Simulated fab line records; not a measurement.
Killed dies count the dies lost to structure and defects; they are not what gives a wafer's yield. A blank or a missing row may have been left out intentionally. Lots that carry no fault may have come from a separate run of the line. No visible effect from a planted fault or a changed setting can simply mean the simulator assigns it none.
Struck lot and sound lot, side by side | flow n5-finfet | 26 steps out of a route of 1938
Sound: the wafers L484.1, L484.3, L484.5. Wafers struck: L493.1, L493.3, L493.5. Last of all comes the cause.
Order at every step that has rows: each side's tool, ch and its chambers, its first start. Under that, the readings that differ: sound wafers | struck wafers | difference of the means | sigmas: that difference in standard deviations of wafers without a fault.
alike: readings with means less than 2 such deviations apart, plus words and numbers identical on both sides. not compared: withheld readings, readings lacking a value on some wafer, bounds such as >300 that could conceal the same value, and numbers that have no deviation in the record and whose values overlap.
The two part at a step that has a row with sigmas, a row that says differs or no value, or rows on one side only. Non-overlapping numbers with no deviation appear without sigmas and do not part them. A reading missing from all wafers of one side parts the sides only when that side holds two or more wafers.

first, 9 steps without rows for these wafers: N5_BEOL_M11_COAT_59 (time 60 s, resist thk 100 nm); N5_BEOL_M11_COAT_60 (time 60 s, resist thk 30 nm); N5_BEOL_M11_COAT_05 (resist thk 90 nm); N5_BEOL_M11_EBR_07; N5_BEOL_M11_SOFTBAKE_06 (time 60 s); N5_BEOL_M11_EXPOSE_08 (exposes mask M11); N5_BEOL_M11_PEB_09 (peb time 60 s); N5_BEOL_M11_DEVELOP_10 (develop time 30 s); N5_BEOL_M11_DESCUM_16 (chemistry O2, time 7.9 s).
N5_BEOL_M11_ETCH_61: etches SiARC in CF4, target depth 39 nm, time 65 s.
  sound on rie-diel-03 ch 0,1,2, day 10 18:37; struck on rie-diel-03 ch 0,2,3, day 12 21:44
  alike: drypump-motor-current-A, etch-rf-on-time-s, oes-product-au, rf-vpp-V, showerhead-plenum-p-Torr, throttle-valve-pct
  not compared: rf-hours-counter-h
then, 13 steps without rows for these wafers: N5_BEOL_M11_ETCH_62 (etches SOC in N2/H2, target depth 110 nm, overetch 22 nm, time 165 s); N5_BEOL_M11_STRIP_68 (strips in N2/H2); N5_BEOL_M11_STRIP_67 (strips in CF4); N5_BEOL_M11_HM_OPEN_17 (chemistry Cl2/BCl3, target TiN, target depth 20 nm, overetch 6 nm); N5_BEOL_M11_STRIP_19 (strips in O2); N5_BEOL_M11_COAT_63 (time 60 s, resist thk 100 nm); N5_BEOL_M11_COAT_64 (time 60 s, resist thk 30 nm); N5_BEOL_M11_COAT_22 (resist thk 90 nm); N5_BEOL_M11_EBR_24; N5_BEOL_M11_SOFTBAKE_23 (time 60 s); N5_BEOL_M11_EXPOSE_25 (exposes mask V10); N5_BEOL_M11_PEB_26 (peb time 60 s); N5_BEOL_M11_DEVELOP_27 (develop time 30 s).
N5_BEOL_M11_INSPECT_30: inspects for defects (brightfield).
  sound: defect-inspect-01 at day 10 19:44; struck: defect-inspect-01 at day 12 23:11
  reading          | sound       | struck         | difference | sigmas
  raw-defect-count | 442 286 382 | 1188 1298 1265 | +880       | +9
then, 1 step without rows for these wafers: N5_BEOL_M11_DESCUM_33 (chemistry O2, time 7.9 s).
N5_PASSIVATION_PROBE_49:
  sound: prober-01 at day 12 18:01; struck: prober-02 at day 14 11:53
  reading                  | sound          | struck         | difference | sigmas
  defect-limited-yield (%) | 90.1 90.2 89.8 | 79.2 79.7 88.4 | -7.6       | -6
  killed_at_M4_up          | 20 10 22       | 163 148 57     | +105       | +24
  killed-dies              | 117 116 120    | 245 239 137    | +89        | +6
  sort_bin_5_function (%)  | 5.8 5.5 5.9    | 13.2 11.8 6.4  | +4.7       | +6
  sort-n-pass              | 1063 1064 1060 | 935 941 1043   | -89        | -6
  sort-yield-pct (%)       | 90.1 90.2 89.8 | 79.2 79.7 88.4 | -7.6       | -6
  alike: killed_at_M0_to_M3, killed-at-contacts, killed-at-front-end, killed-at-other, killed-open, killed-short, sort_bin_6_memory, sort_bin_8_speed

== WHERE THEY PART ==
Earliest at N5_BEOL_M11_INSPECT_30; latest, in this record, at N5_PASSIVATION_PROBE_49.

WHY: the cause the simulator had injected
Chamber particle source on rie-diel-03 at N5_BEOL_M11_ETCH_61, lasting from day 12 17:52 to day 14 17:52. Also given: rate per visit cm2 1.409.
